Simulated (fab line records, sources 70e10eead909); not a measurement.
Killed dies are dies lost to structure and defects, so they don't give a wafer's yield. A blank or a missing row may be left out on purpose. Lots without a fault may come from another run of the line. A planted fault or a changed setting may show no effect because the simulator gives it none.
fab line records | flow nand_harc
record lots=13 wafers=39 last_day=33
route steps=1302 shown A_CHANNEL_FILL_D2@619 END@1302
lots that met no fault: from a run of the same line without faults
start_h: hours from the record's first day to the start of the lot's first wafer shown | wait_h: hours since the lot's step before | " the same as in the row above | L1.1+2: a row that stands for several wafers | - no value, or no start given | * or withheld: withheld | < > ~ a bound
route shown NAME@n: a module of which the file shows steps, and the number in the route of the first | usual: mean/standard deviation of fault-free wafers | same: alike in all rows | chamber/n: place in a boat | sites: the reading at each site | _std_site: their standard deviation | _edge_site: outer sites' mean less inner sites' | radius_mm: how far each site lies from the wafer's centre | mask NAME#n: copy n | behind: the tool/chamber that last shaped the wafer | hold: why the lot was held/for how many hours/how that ended | device: the transistor (n, p or np) that didn't switch | end of line: the same wafers' tests at the end of the route | a step without rows: its recipe alone | killed: dies lost to structure and defects at the first sort, not the wafer's yield | map: a wafer's dies, x killed, . not, _ none there
set.NAME: the setting as run; set.NAME@STEP: as run at that earlier step | model.NAME: the simulator's own value behind a step, which no gauge read
steps of the route over a sample of lots; a table a step, a row a wafer
services: from which hour (start_h, from the record's first day; less than 0 if before it) a tool's chamber was out of use, for how many hours, and why
## steps
# step NHARC_A_CHANNEL_FILL_D2_ETCHBACK_19
# recipe target_depth_a=50 time_s=1.7 hbr_flow_sccm=150 cl2_flow_sccm=50 rf_w=400 icp_w=400 bias_w=100 chemistry=HBr/Cl2
# usual drypump_motor_current_A=5.9/0.42 oes_product_au=1.001/0.0071 throttle_valve_pct=26.406/0.0089
# columns lot.wafer tool chamber start_h wait_h drypump_motor_current_A oes_product_au rf_hours_counter_h throttle_valve_pct
L535.1 rie_si-06 0 325.33 0.4 5.8 1.001 0.3 26.401
L535.3 " 2 " " 6.0 1.004 0.5 26.405
L535.6 " 1 " " 6.7 0.988 - 26.413
L537.3 rie_si-06 2 350.42 0.4 6.1 1.008 0.6 26.399
L537.2 " 3 " " 6.4 1.005 0.6 26.403
L537.4 " 0 " " 5.8 1.010 0.4 26.417
L538.3 rie_si-02 1 365.30 0.4 5.9 1.005 0.4 26.423
L538.4 " 2 " " 5.4 0.994 0.5 26.384
L538.5 " 1 " " 5.9 0.982 - 26.419
L539.3 rie_si-04 2 369.58 0.4 5.7 1.011 0.2 26.401
L539.2 " 3 " " 6.0 1.002 0.2 26.416
L539.6 " 2 " " 5.7 1.001 - 26.418
L542.1 rie_si-04 1 389.57 0.4 5.9 0.980 0.2 26.405
L542.4 " 2 " " 5.7 1.002 0.3 26.402
L542.6 " 0 " " 5.8 1.012 - 26.401
L550.4 rie_si-06 3 477.67 0.4 6.4 1.019 0.3 26.418
L550.5 " 3 " " 6.3 1.013 - 26.400
L550.6 " 0 " " 5.8 0.997 - 26.395
L549.3 rie_si-04 0 477.67 0.4 5.9 1.006 0.7 26.407
L549.4 " 2 " " 5.7 1.006 0.9 26.410
L549.6 " 1 " " 5.9 1.004 - 26.413
L552.2 rie_si-06 3 490.31 0.4 6.3 1.011 0.4 26.413
L552.3 " 0 " " 5.9 1.010 0.3 26.400
L552.5 " 3 " " 6.4 1.012 - 26.406
L551.4 rie_si-02 1 490.33 0.4 5.9 0.989 0.1 26.393
L551.1 " 2 " " 5.4 1.011 0.1 26.406
L551.6 " 3 " " 5.0 0.995 - 26.413
L553.3 rie_si-04 2 506.97 0.4 5.7 1.004 1.1 26.389
L553.4 " 3 " " 6.0 1.002 1.0 26.411
L553.5 " 1 " " 5.9 1.000 - 26.420
L555.2 rie_si-04 3 541.07 0.4 6.0 1.002 0.0 26.400
L555.3 " 0 " " 5.9 0.996 0.0 26.394
L555.5 " 1 " " 5.9 1.017 - 26.406
L556.3 rie_si-06 3 541.08 0.4 6.4 1.010 0.7 26.398
L556.5 " 0 " " 5.9 1.002 - 26.393
L556.6 " 1 " " 6.7 0.999 - 26.415
L557.2 rie_si-02 2 556.29 0.4 5.4 1.003 0.5 26.410
L557.3 " 0 " " 5.4 1.001 0.6 26.391
L557.6 " 2 " " 5.4 1.004 - 26.400
# step NHARC_A_CHANNEL_FILL_D2_ETCHBACK_20
# recipe target_depth_a=270 time_s=13.5 c4f8_flow_sccm=withheld o2_flow_sccm=8 ar_flow_sccm=withheld rf_w=600 bias_w=1500 chemistry=C4F8/O2/Ar
# usual oes_product_au=0.986/0.024 rf_vpp_V=979/4.9
# columns lot.wafer tool chamber start_h wait_h oes_product_au rf_hours_counter_h rf_vpp_V
L535.1 rie_diel-11 3 325.47 - 0.979 1 980
L535.3 " 0 " " 0.968 2 982
L535.6 " 2 " " 0.978 - 969
L537.3 rie_diel-11 0 350.54 - 0.980 3 983
L537.2 " 1 " " 0.986 3 974
L537.4 " 3 " " 0.999 2 978
L538.3 rie_diel-09 2 365.43 - 1.001 4 979
L538.4 " 0 " " 0.999 4 971
L538.5 " 2 " " 1.004 - 981
L539.2 rie_diel-13 3 369.70 - 0.995 1 983
L539.3 " 0 " " 1.004 1 981
L539.6 " 1 " " 0.995 - 985
L542.4 rie_diel-13 2 389.68 - 0.981 0 977
L542.1 " 3 " " 0.999 1 983
L542.6 " 2 " " 0.986 - 977
L549.4 rie_diel-13 2 477.81 - 0.952 3 978
L549.3 " 3 " " 0.945 4 983
L549.6 " 0 " " 0.949 - 982
L550.4 rie_diel-11 3 477.82 - 0.995 1 980
L550.6 " 0 " " 0.982 - 982
L550.5 " 1 " " 0.985 - 976
L551.4 rie_diel-13 2 490.44 - 1.001 4 977
L551.1 " 3 " " 1.005 4 983
L551.6 " 1 " " 1.000 - 987
L552.3 rie_diel-09 3 490.45 - 1.005 25 969
L552.2 " 0 " " 1.002 26 973
L552.5 " 1 " " 1.013 - 985
L553.4 rie_diel-11 3 507.07 - 1.006 2 979
L553.3 " 1 " " 0.999 2 975
L553.5 " 0 " " 1.003 - 982
L555.2 rie_diel-13 0 541.18 - 1.011 1 980
L555.3 " 1 " " 1.001 0 985
L555.5 " 3 " " 0.998 - 982
L556.3 rie_diel-11 0 541.19 - 0.919 2 983
L556.5 " 1 " " 0.919 - 976
L556.6 " 2 " " 0.936 - 968
L557.2 rie_diel-11 1 556.40 - 0.991 3 976
L557.3 " 2 " " 1.016 3 969
L557.6 " 0 " " 1.004 - 982
# step NHARC_A_CHANNEL_FILL_D2_ALD_25
# recipe target_thk_a=600 pulse_time_s=10 ald_cycles=600 temp_c=300 material=SiOx
# usual ald_cycles=600/0 heater_power_outer_w=263/25 heater_power_w=474/54 precursor_pulse_height_rel=0.999/0.02
# columns lot.wafer tool chamber start_h wait_h ald_cycles heater_power_outer_w heater_power_w precursor_pulse_height_rel
L535.3 ald_hk-02 1 336.79 0.0 600 262 483 0.990
L535.1 " 0 338.66 1.9 600 257 474 0.998
L535.6 " 1 " " 600 269 459 1.002
L537.4 ald_hk-02 1 362.45 0.0 600 264 451 0.992
L537.2 " 3 363.68 1.3 600 298 515 1.022
L537.3 " 0 " " 600 263 488 0.995
L538.3 ald_hk-04 0 376.83 0.1 600 284 534 1.018
L538.4 " 2 378.04 1.3 600 249 463 0.996
L538.5 " 0 379.26 2.5 600 280 546 0.969
L539.2 ald_hk-01 0 382.36 0.1 600 231 409 0.992
L539.3 " 2 383.60 1.3 600 265 471 0.982
L539.6 " 1 385.47 3.2 600 264 466 1.005
L542.4 ald_hk-01 0 405.65 1.3 600 226 410 0.995
L542.1 " 1 " " 600 256 472 0.991
L542.6 " 3 407.48 3.1 600 281 567 1.017
L549.3 ald_hk-01 1 491.07 1.3 - - - -
L549.4 " 2 " " - - - -
L549.6 " 3 " " - - - -
L550.4 ald_hk-04 1 491.10 1.3 - - - -
L550.6 " 3 492.32 2.5 - - - -
L550.5 " 0 " " - - - -
L551.4 ald_hk-01 0 505.04 0.1 - - - -
L551.1 " 3 506.88 1.9 - - - -
L551.6 " 1 508.11 3.1 - - - -
L552.2 ald_hk-04 3 505.04 0.1 600 235 409 1.010
L552.3 " 0 " " 600 277 525 1.011
L552.5 " 0 508.09 3.1 600 284 540 1.010
L553.4 ald_hk-01 0 519.41 0.8 600 227 411 0.960
L553.3 " 2 520.64 2.1 600 270 462 0.956
L553.5 " 3 " " 600 296 551 1.021
L555.2 ald_hk-04 3 553.67 0.1 600 228 412 0.989
L555.3 " 1 554.93 1.3 600 219 373 0.989
L555.5 " 0 556.83 3.2 600 273 538 0.971
L556.3 ald_hk-01 3 554.91 1.3 600 281 557 1.021
L556.5 " 1 556.15 2.5 600 246 464 0.965
L556.6 " 2 " " 600 261 457 0.989
L557.2 ald_hk-04 0 569.58 1.3 600 279 534 1.003
L557.3 " 2 570.81 2.5 600 262 481 0.991
L557.6 " 1 572.65 4.4 600 214 364 0.965
# step NHARC_A_CHANNEL_FILL_D2_CMP_10
# recipe target_thk_nm=150
# usual motor_current_A=12.4/0.64 time_to_endpoint_s=15.7/2.2
# columns lot.wafer tool chamber start_h wait_h motor_current_A time_to_endpoint_s
L535.3 cmp-01 2 348.21 0.4 12.1 13.1
L535.1 " 0 " " 12.5 14.6
L535.6 " 1 " " 11.9 13.8
L537.3 cmp-01 2 373.73 0.4 12.1 15.4
L537.4 " 3 " " 12.4 19.1
L537.2 " 1 " " 11.6 20.5
L538.3 cmp-03 1 388.13 0.4 13.6 19.0
L538.4 " 2 " " 12.4 16.6
L538.5 " 1 " " 14.0 21.7
L539.3 cmp-03 3 393.74 0.4 11.3 16.1
L539.2 " 0 " " 13.9 14.2
L539.6 " 3 " " 10.8 16.6
L542.1 cmp-01 1 415.67 0.4 12.0 14.7
L542.4 " 0 " " 12.6 14.0
L542.6 " 1 " " 11.7 15.9
L549.4 cmp-04 1 501.27 0.4 12.6 13.2
L549.3 " 3 " " 12.4 16.3
L549.6 " 1 " " 12.5 11.8
L550.4 cmp-01 2 501.35 0.4 11.8 15.4
L550.6 " 3 " " 11.5 19.0
L550.5 " 0 " " 11.8 14.1
L552.3 cmp-01 2 516.26 0.4 12.9 14.4
L552.2 " 3 " " 12.1 18.0
L552.5 " 3 " " 11.3 18.4
L551.4 cmp-04 2 516.35 0.5 12.5 14.3
L551.1 " 0 " " 12.0 16.9
L551.6 " 1 " " 12.0 15.0
L553.4 cmp-01 0 530.24 0.4 12.5 15.4
L553.3 " 1 " " 11.9 14.7
L553.5 " 0 " " 12.7 13.3
L555.3 cmp-03 3 565.02 0.4 11.3 13.7
L555.2 " 1 " " 14.0 12.8
L555.5 " 0 " " 13.2 13.3
L556.3 cmp-04 1 565.10 0.4 13.3 12.1
L556.6 " 2 " " 12.9 15.6
L556.5 " 3 " " 12.7 15.4
L557.3 cmp-01 2 579.67 0.4 11.4 14.5
L557.2 " 0 " " 12.3 15.4
L557.6 " 2 " " 12.7 14.3
# step NHARC_END_SORT_01
# recipe temp_c=25
# usual killed_at_array=52/20 killed_at_other=1.0/1.3 killed_at_periphery=3.7/2.2 killed_dies=57/20 killed_open=3.2/1.6 killed_short=2.4/1.6
# same gross_dies=677
# columns lot.wafer tool chamber start_h wait_h hold killed_at_array killed_at_other killed_at_periphery killed_dies killed_open killed_short
L535.1 prober-01 0 564.44 2.5 - 48 1 2 51 2 3
L535.3 prober-01 0 566.06 3.1 - 48 3 3 54 4 3
L535.6 prober-01 0 568.48 4.0 - 48 0 4 52 6 7
L537.2 prober-02 0 577.96 2.8 - 53 0 2 55 0 3
L537.3 prober-02 0 578.77 3.1 - 47 0 2 49 3 2
L537.4 prober-02 0 579.58 3.4 - 54 0 2 56 4 3
L539.2 prober-01 0 616.80 2.8 - 23 0 1 24 1 1
L539.3 prober-01 0 617.60 3.1 - 16 0 1 17 1 2
L539.6 prober-01 0 620.00 4.0 - 16 1 2 19 3 3
L538.3 prober-02 0 617.54 3.1 - 67 0 5 72 6 2
L538.4 prober-02 0 618.34 3.4 - 54 1 2 57 3 1
L538.5 prober-02 0 619.14 3.7 - 59 0 9 68 3 1
L542.1 prober-02 0 632.64 2.5 - 23 4 3 30 3 0
L542.4 prober-02 0 635.08 3.4 - 20 0 5 25 5 4
L542.6 prober-02 0 636.70 4.1 - 28 1 1 30 5 1
L549.3 prober-02 0 713.31 3.1 await_dispo/4.3h/scrap 675 0 2 677 1 0
L549.4 prober-02 0 714.10 3.4 await_dispo/4.3h/scrap 667 0 10 677 4 4
L549.6 prober-02 0 715.68 3.9 await_dispo/4.3h/scrap 673 0 4 677 4 2
L551.1 prober-02 0 719.48 2.5 await_dispo/2.0h/scrap 672 0 5 677 3 1
L551.4 prober-02 0 721.88 3.4 await_dispo/2.0h/scrap 673 0 4 677 3 5
L551.6 prober-02 0 723.48 4.0 await_dispo/2.0h/scrap 670 1 6 677 3 2
L550.4 prober-01 0 721.54 3.4 await_dispo/6.5h/scrap 673 2 2 677 2 1
L550.5 prober-01 0 722.34 3.7 await_dispo/6.5h/scrap 675 0 2 677 1 4
L550.6 prober-01 0 723.14 4.0 await_dispo/6.5h/scrap 670 2 5 677 3 2
L552.2 prober-01 0 727.73 2.8 - 80 1 6 87 3 1
L552.3 prober-01 0 728.51 3.1 - 77 0 10 87 5 4
L552.5 prober-01 0 730.08 3.6 - 68 0 8 76 2 3
L553.3 prober-02 0 748.90 3.0 - 59 1 2 62 4 2
L553.4 prober-02 0 749.69 3.3 - 53 1 3 57 2 0
L553.5 prober-02 0 750.48 3.6 - 64 2 5 71 5 0
L555.2 prober-01 0 778.37 2.8 - 49 5 1 55 4 4
L555.3 prober-01 0 779.16 3.1 - 47 1 4 52 3 0
L555.5 prober-01 0 780.74 3.7 - 46 1 3 50 2 2
L556.3 prober-02 0 779.11 3.1 - 23 0 5 28 4 2
L556.5 prober-02 0 780.68 3.6 - 26 0 5 31 1 0
L556.6 prober-02 0 781.47 3.9 - 21 2 4 27 3 2
L557.2 prober-01 0 800.01 2.8 - 60 0 3 63 3 4
L557.3 prober-01 0 800.81 3.1 - 40 1 4 45 1 2
L557.6 prober-01 0 803.22 4.0 - 62 0 5 67 5 3
# killed by level:class
L535.1 A_CHANNEL_HOLE_D2:chamber_film_flake=27 A_CONTACT:chamber_film_flake=13 A_DECK1_JOINT:chamber_film_flake=2 P_BONDPAD:geometric_particle:open=1 A_ONON_D1:geometric_particle:short=1 A_ONON_D2:geometric_particle:short=1 A_WL_FILL:geometric_particle:open=1 STARTING-WAFER:geometric_particle:short=1
L535.3 A_CHANNEL_HOLE_D2:chamber_film_flake=30 A_CONTACT:chamber_film_flake=9 THIN_TSV:chamber_film_flake=3 P_STI:geometric_particle:open=1 P_M0:geometric_particle:open=1 A_SOURCE_PLATE:geometric_particle:short=1 A_CHANNEL_FILL_D1:geometric_particle:short=1 A_WL_FILL:geometric_particle:open=1
L535.6 A_CHANNEL_HOLE_D2:chamber_film_flake=27 A_CONTACT:chamber_film_flake=10 A_CHANNEL_FILL_D1:geometric_particle:short=3 A_BLC:geometric_particle:open=3 A_ONON_D2:geometric_particle:short=2 P_CONTACT:geometric_particle:open=1 P_M0:geometric_particle:open=1 P_M0:geometric_particle:short=1
L537.2 A_CHANNEL_HOLE_D1:chamber_film_flake=30 A_CHANNEL_HOLE_D2:chamber_film_flake=11 A_CONTACT:chamber_film_flake=8 A_ONON_D2:geometric_particle:short=3 P_STI:chamber_film_flake=1 P_GATE:chamber_film_flake=1 A_WL_FILL:chamber_film_flake=1
L537.3 A_CHANNEL_HOLE_D1:chamber_film_flake=22 A_CHANNEL_HOLE_D2:chamber_film_flake=17 A_CONTACT:chamber_film_flake=3 P_M0:geometric_particle:open=1 A_DECK1_JOINT:geometric_particle:short=1 A_CHANNEL_FILL_D2:geometric_particle:short=1 A_SGD_CUT:geometric_particle:open=1 A_BLC:geometric_particle:open=1
L537.4 A_CHANNEL_HOLE_D1:chamber_film_flake=26 A_CHANNEL_HOLE_D2:chamber_film_flake=18 A_CONTACT:chamber_film_flake=3 A_BLC:geometric_particle:open=2 P_M0:geometric_particle:short=1 A_SOURCE_PLATE:geometric_particle:short=1 A_ONON_D1:geometric_particle:short=1 A_CHANNEL_HOLE_D1:geometric_particle:open=1
L539.2 A_CHANNEL_HOLE_D2:chamber_film_flake=8 A_CONTACT:chamber_film_flake=8 A_CHANNEL_HOLE_D1:chamber_film_flake=2 A_BLC:chamber_film_flake=2 A_ONON_D1:geometric_particle:short=1 A_DECK1_JOINT:geometric_particle:open=1 P_GATE:chamber_film_flake=1 A_SLIT:chamber_film_flake=1
L538.3 A_CHANNEL_HOLE_D2:chamber_film_flake=32 A_SLIT:chamber_film_flake=21 P_M0:chamber_film_flake=3 A_CHANNEL_FILL_D1:geometric_particle:open=2 A_BLC:geometric_particle:open=2 P_GATE:chamber_film_flake=2 A_CONTACT:chamber_film_flake=2 A_ONON_D1:geometric_particle:open=1
L539.3 A_CHANNEL_HOLE_D2:chamber_film_flake=7 A_STAIRCASE:chamber_film_flake=3 A_CHANNEL_HOLE_D1:chamber_film_flake=2 A_CHANNEL_HOLE_D1:geometric_particle:open=1 A_ONON_D2:geometric_particle:short=1 A_STAIRCASE:geometric_particle:short=1 P_M0:chamber_film_flake=1 A_CONTACT:chamber_film_flake=1
L538.4 A_CHANNEL_HOLE_D2:chamber_film_flake=25 A_SLIT:chamber_film_flake=23 A_ONON_D1:geometric_particle:short=1 A_ONON_D2:geometric_particle:open=1 A_WL_FILL:geometric_particle:open=1 A_BLC:geometric_particle:open=1 P_STI:chamber_film_flake=1 P_GATE:chamber_film_flake=1
L538.5 A_SLIT:chamber_film_flake=26 A_CHANNEL_HOLE_D2:chamber_film_flake=24 P_M0:chamber_film_flake=5 A_CHANNEL_HOLE_D1:chamber_film_flake=4 P_GATE:chamber_film_flake=3 P_M0:geometric_particle:open=1 A_DECK1_JOINT:geometric_particle:open=1 A_ONON_D2:geometric_particle:open=1
L539.6 A_CHANNEL_HOLE_D2:chamber_film_flake=6 A_CONTACT:chamber_film_flake=3 A_BLC:geometric_particle:short=2 A_CHANNEL_HOLE_D1:chamber_film_flake=2 P_CONTACT:geometric_particle:short=1 A_DECK1_JOINT:geometric_particle:open=1 A_ONON_D2:geometric_particle:open=1 A_SGD_CUT:geometric_particle:open=1
L542.1 A_CHANNEL_HOLE_D2:chamber_film_flake=11 A_CHANNEL_HOLE_D1:chamber_film_flake=4 THIN_TSV:chamber_film_flake=4 A_STAIRCASE:chamber_film_flake=2 A_M0:chamber_film_flake=2 P_CONTACT:geometric_particle:open=1 A_ONON_D1:geometric_particle:open=1 A_CHANNEL_HOLE_D1:geometric_particle:open=1
L542.4 A_CHANNEL_HOLE_D2:chamber_film_flake=5 A_CHANNEL_HOLE_D1:chamber_film_flake=3 A_STAIRCASE:chamber_film_flake=3 A_M0:chamber_film_flake=3 P_CONTACT:geometric_particle:open=2 P_M1:geometric_particle:open=2 P_M0:geometric_particle:open=1 A_SOURCE_PLATE:geometric_particle:short=1
L542.6 A_CHANNEL_HOLE_D2:chamber_film_flake=7 A_CHANNEL_HOLE_D1:chamber_film_flake=6 A_STAIRCASE:chamber_film_flake=4 A_CONTACT:geometric_particle:open=2 A_CHANNEL_FILL_D1:chamber_film_flake=2 A_CONTACT:chamber_film_flake=2 A_M0:chamber_film_flake=2 P_CONTACT:geometric_particle:open=1
L549.3 A_CHANNEL_FILL_D2:area_ald=650 A_CHANNEL_HOLE_D1:chamber_film_flake=10 A_CONTACT:chamber_film_flake=5 A_CHANNEL_FILL_D1:chamber_film_flake=5 P_CONTACT:chamber_film_flake=2 A_SLIT:chamber_film_flake=2 A_CHANNEL_HOLE_D2:geometric_particle:open=1 A_WL_FILL:chamber_film_flake=1
L549.4 A_CHANNEL_FILL_D2:area_ald=634 A_CHANNEL_HOLE_D1:chamber_film_flake=11 P_CONTACT:chamber_film_flake=8 A_STAIRCASE:chamber_film_flake=4 A_CONTACT:chamber_film_flake=4 A_CHANNEL_FILL_D1:chamber_film_flake=3 A_SLIT:chamber_film_flake=3 A_DECK1_JOINT:geometric_particle:open=2
L549.6 A_CHANNEL_FILL_D2:area_ald=644 A_CHANNEL_HOLE_D1:chamber_film_flake=11 A_CONTACT:chamber_film_flake=6 A_SLIT:chamber_film_flake=4 P_CONTACT:chamber_film_flake=3 A_CHANNEL_FILL_D1:chamber_film_flake=2 A_ONON_D2:geometric_particle:open=1 P_M0:geometric_particle:open=1
L551.1 A_CHANNEL_FILL_D2:area_ald=627 A_CHANNEL_HOLE_D2:chamber_film_flake=25 A_CHANNEL_HOLE_D1:chamber_film_flake=8 P_STI:chamber_film_flake=2 P_M2:chamber_film_flake=2 A_CHANNEL_FILL_D1:chamber_film_flake=2 A_DECK1_JOINT:chamber_film_flake=2 A_CONTACT:chamber_film_flake=2
L550.4 A_CHANNEL_FILL_D2:area_ald=608 A_CHANNEL_HOLE_D1:chamber_film_flake=26 A_CHANNEL_HOLE_D2:chamber_film_flake=22 A_CONTACT:chamber_film_flake=7 A_STAIRCASE:chamber_film_flake=3 A_SLIT:chamber_film_flake=3 THIN_TSV:chamber_film_flake=2 A_CHANNEL_HOLE_D1:geometric_particle:short=1
L551.4 A_CHANNEL_FILL_D2:area_ald=633 A_CHANNEL_HOLE_D2:chamber_film_flake=16 A_CHANNEL_HOLE_D1:chamber_film_flake=7 A_CONTACT:chamber_film_flake=4 A_M0:geometric_particle:short=2 P_STI:chamber_film_flake=2 A_CHANNEL_FILL_D1:chamber_film_flake=2 A_SLIT:chamber_film_flake=2
L550.5 A_CHANNEL_FILL_D2:area_ald=609 A_CHANNEL_HOLE_D1:chamber_film_flake=23 A_CHANNEL_HOLE_D2:chamber_film_flake=18 A_CONTACT:chamber_film_flake=11 A_STAIRCASE:chamber_film_flake=6 P_STI:chamber_film_flake=2 A_SLIT:chamber_film_flake=2 A_ONON_D1:geometric_particle:short=1
L550.6 A_CHANNEL_FILL_D2:area_ald=615 A_CHANNEL_HOLE_D1:chamber_film_flake=25 A_CHANNEL_HOLE_D2:chamber_film_flake=19 A_CONTACT:chamber_film_flake=6 P_ZERO_WELL:chamber_film_flake=2 THIN_TSV:chamber_film_flake=2 P_CONTACT:geometric_particle:short=1 P_CONTACT:geometric_particle:open=1
L551.6 A_CHANNEL_FILL_D2:area_ald=621 A_CHANNEL_HOLE_D2:chamber_film_flake=28 A_SLIT:chamber_film_flake=7 A_CHANNEL_HOLE_D1:chamber_film_flake=5 A_CONTACT:chamber_film_flake=4 P_M2:chamber_film_flake=2 A_DECK1_JOINT:chamber_film_flake=2 P_STI:geometric_particle:short=1
L552.2 A_SLIT:chamber_film_flake=36 A_CHANNEL_HOLE_D1:chamber_film_flake=32 A_CHANNEL_FILL_D1:chamber_film_flake=3 A_STAIRCASE:chamber_film_flake=3 A_CONTACT:chamber_film_flake=3 P_STI:chamber_film_flake=2 P_CONTACT:chamber_film_flake=2 P_CONTACT:geometric_particle:open=1
L552.3 A_CHANNEL_HOLE_D1:chamber_film_flake=32 A_SLIT:chamber_film_flake=31 P_STI:chamber_film_flake=6 A_CONTACT:chamber_film_flake=5 A_CHANNEL_FILL_D2:geometric_particle:open=2 P_GATE:chamber_film_flake=2 P_CONTACT:geometric_particle:open=1 A_ONON_D1:geometric_particle:short=1
L552.5 A_SLIT:chamber_film_flake=32 A_CHANNEL_HOLE_D1:chamber_film_flake=23 P_STI:chamber_film_flake=4 A_CONTACT:chamber_film_flake=4 A_CHANNEL_FILL_D1:chamber_film_flake=3 P_GATE:chamber_film_flake=2 P_M0:geometric_particle:short=1 A_SOURCE_PLATE:geometric_particle:open=1
L553.3 A_CHANNEL_HOLE_D2:chamber_film_flake=29 A_CHANNEL_HOLE_D1:chamber_film_flake=6 A_SLIT:chamber_film_flake=6 A_CONTACT:chamber_film_flake=5 A_CHANNEL_FILL_D1:chamber_film_flake=4 A_ZERO_WELL:chamber_film_flake=2 A_M1:chamber_film_flake=2 P_STI:geometric_particle:open=1
L553.4 A_CHANNEL_HOLE_D2:chamber_film_flake=21 A_CHANNEL_HOLE_D1:chamber_film_flake=10 A_SLIT:chamber_film_flake=4 A_CONTACT:chamber_film_flake=4 A_STAIRCASE:chamber_film_flake=3 A_M1:chamber_film_flake=3 P_ZERO_WELL:chamber_film_flake=2 A_ZERO_WELL:chamber_film_flake=2
L553.5 A_CHANNEL_HOLE_D2:chamber_film_flake=27 A_CHANNEL_HOLE_D1:chamber_film_flake=8 A_CONTACT:chamber_film_flake=8 A_SLIT:chamber_film_flake=6 A_ZERO_WELL:chamber_film_flake=4 P_GATE:chamber_film_flake=3 A_CHANNEL_FILL_D1:chamber_film_flake=2 A_DECK1_JOINT:chamber_film_flake=2
L555.2 A_SLIT:chamber_film_flake=31 A_CHANNEL_HOLE_D1:unspecified=3 A_CONTACT:chamber_film_flake=3 THIN_TSV:chamber_film_flake=3 A_ONON_D1:geometric_particle:open=1 A_CHANNEL_HOLE_D1:geometric_particle:short=1 A_CHANNEL_FILL_D1:geometric_particle:short=1 A_DECK1_JOINT:geometric_particle:open=1
L556.3 A_SLIT:chamber_film_flake=8 A_BLC:chamber_film_flake=4 P_BONDPAD:chamber_film_flake=3 A_STAIRCASE:chamber_film_flake=3 P_GATE:chamber_film_flake=2 A_CONTACT:chamber_film_flake=2 A_CHANNEL_FILL_D1:geometric_particle:open=1 A_ONON_D2:geometric_particle:short=1
L555.3 A_SLIT:chamber_film_flake=34 A_BLC:chamber_film_flake=3 A_CONTACT:chamber_film_flake=3 P_GATE:chamber_film_flake=2 A_CHANNEL_FILL_D2:chamber_film_flake=2 P_GATE:geometric_particle:open=1 A_CHANNEL_FILL_D1:geometric_particle:open=1 A_BLC:geometric_particle:open=1
L556.5 A_SLIT:chamber_film_flake=13 A_CONTACT:chamber_film_flake=8 P_BONDPAD:chamber_film_flake=2 A_STAIRCASE:chamber_film_flake=2 A_BLC:chamber_film_flake=2 P_M1:geometric_particle:open=1 P_ZERO_WELL:chamber_film_flake=1 P_GATE:chamber_film_flake=1
L555.5 A_SLIT:chamber_film_flake=29 A_CONTACT:chamber_film_flake=4 A_CHANNEL_HOLE_D1:unspecified=3 A_CHANNEL_FILL_D2:chamber_film_flake=3 P_GATE:chamber_film_flake=2 A_CHANNEL_HOLE_D1:chamber_film_flake=2 P_CONTACT:geometric_particle:open=1 A_CHANNEL_FILL_D1:geometric_particle:short=1
L556.6 A_SLIT:chamber_film_flake=9 A_CONTACT:chamber_film_flake=5 P_GATE:chamber_film_flake=3 THIN_TSV:chamber_film_flake=2 A_ONON_D2:geometric_particle:short=1 A_CHANNEL_FILL_D2:geometric_particle:open=1 A_STAIRCASE:geometric_particle:open=1 A_WL_FILL:geometric_particle:short=1
L557.2 A_CHANNEL_HOLE_D2:chamber_film_flake=32 A_CONTACT:chamber_film_flake=10 A_SLIT:chamber_film_flake=8 P_GATE:chamber_film_flake=2 A_STAIRCASE:chamber_film_flake=2 A_M1:chamber_film_flake=2 P_GATE:geometric_particle:open=1 A_ONON_D1:geometric_particle:open=1
L557.3 A_CHANNEL_HOLE_D2:chamber_film_flake=27 A_CONTACT:chamber_film_flake=4 A_SLIT:chamber_film_flake=4 P_GATE:chamber_film_flake=3 P_GATE:geometric_particle:short=1 A_ONON_D1:geometric_particle:short=1 A_WL_FILL:geometric_particle:open=1 A_CHANNEL_FILL_D1:chamber_film_flake=1
L557.6 A_CHANNEL_HOLE_D2:chamber_film_flake=27 A_CONTACT:chamber_film_flake=12 A_SLIT:chamber_film_flake=11 P_GATE:chamber_film_flake=3 A_STAIRCASE:chamber_film_flake=3 A_ONON_D1:geometric_particle:open=2 P_CONTACT:geometric_particle:short=1 A_ONON_D1:geometric_particle:short=1
## services
# columns tool chamber start_h hours kind
cmp-01 - 319.36 1.2 repair
rie_diel-11 0 338.21 6.9 repair
rie_diel-13 - 342.00 9.0 pm
rie_si-04 - 342.00 9.0 pm
rie_diel-13 2 352.19 5.6 repair
rie_diel-13 - 356.07 1.1 repair
rie_diel-13 2 367.75 12.4 repair
cmp-01 - 379.00 2.0 repair
rie_si-06 0 381.06 14.5 repair
cmp-01 - 389.98 4.0 pm
rie_si-04 - 394.21 2.1 repair
rie_diel-13 - 395.53 0.4 repair
rie_si-06 0 406.33 14.7 repair
rie_si-06 3 420.46 3.3 repair
rie_si-06 - 426.00 9.0 pm
rie_diel-11 - 432.50 9.0 pm
cmp-01 - 435.68 1.6 repair
rie_diel-11 - 450.76 0.4 repair
rie_diel-11 2 473.41 2.4 repair
cmp-01 - 487.98 4.0 pm
ald_hk-01 - 497.64 0.3 repair
cmp-01 - 519.95 3.2 repair
cmp-01 - 524.38 0.6 repair
rie_diel-11 3 555.53 7.7 repair
## key
first_sign step=NHARC_A_CHANNEL_FILL_D2_ALD_25 reading=tool_record direction=missing
effect step=NHARC_END_SORT_01 reading=killed_at_array direction=up sigmas=31 usual=52 struck=672
more_kills_born_at NHARC_A_CHANNEL_FILL_D2_ALD_25@ald_hk-01=3809 NHARC_A_CHANNEL_FILL_D2_ALD_25@ald_hk-04=1832
met_at NHARC_A_CHANNEL_FILL_D2_ALD_25
struck_lots L549,L550,L551
later_rows_left_out L549.3,L549.4,L549.6,L550.4,L550.5,L550.6,L551.1,L551.4,L551.6
tester_left_out L549,L550,L551
not_acting_at NHARC_A_CHANNEL_FILL_D2_ETCHBACK_19,NHARC_A_CHANNEL_FILL_D2_ETCHBACK_20,NHARC_A_CHANNEL_FILL_D2_CMP_10
onset_between 405.65 491.07
fault kind=skipped_step_whole tool=ald_hk-01,ald_hk-04 chamber=- onset_h=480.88 steps=NHARC_A_CHANNEL_FILL_D2_ALD_25 scope=struck_lots_only
# tester_left_out: of these lots the tester's yield and bins aren't shown, on N5 and GAA mostly nor the transistor test; their killed dies are dies lost to structure and defects alone, not to doping, threshold or leakage, so they don't give the yield
# later_rows_left_out: the simulator's readings of these wafers behind a module that went badly wrong aren't trusted and aren't shown, but for the sort
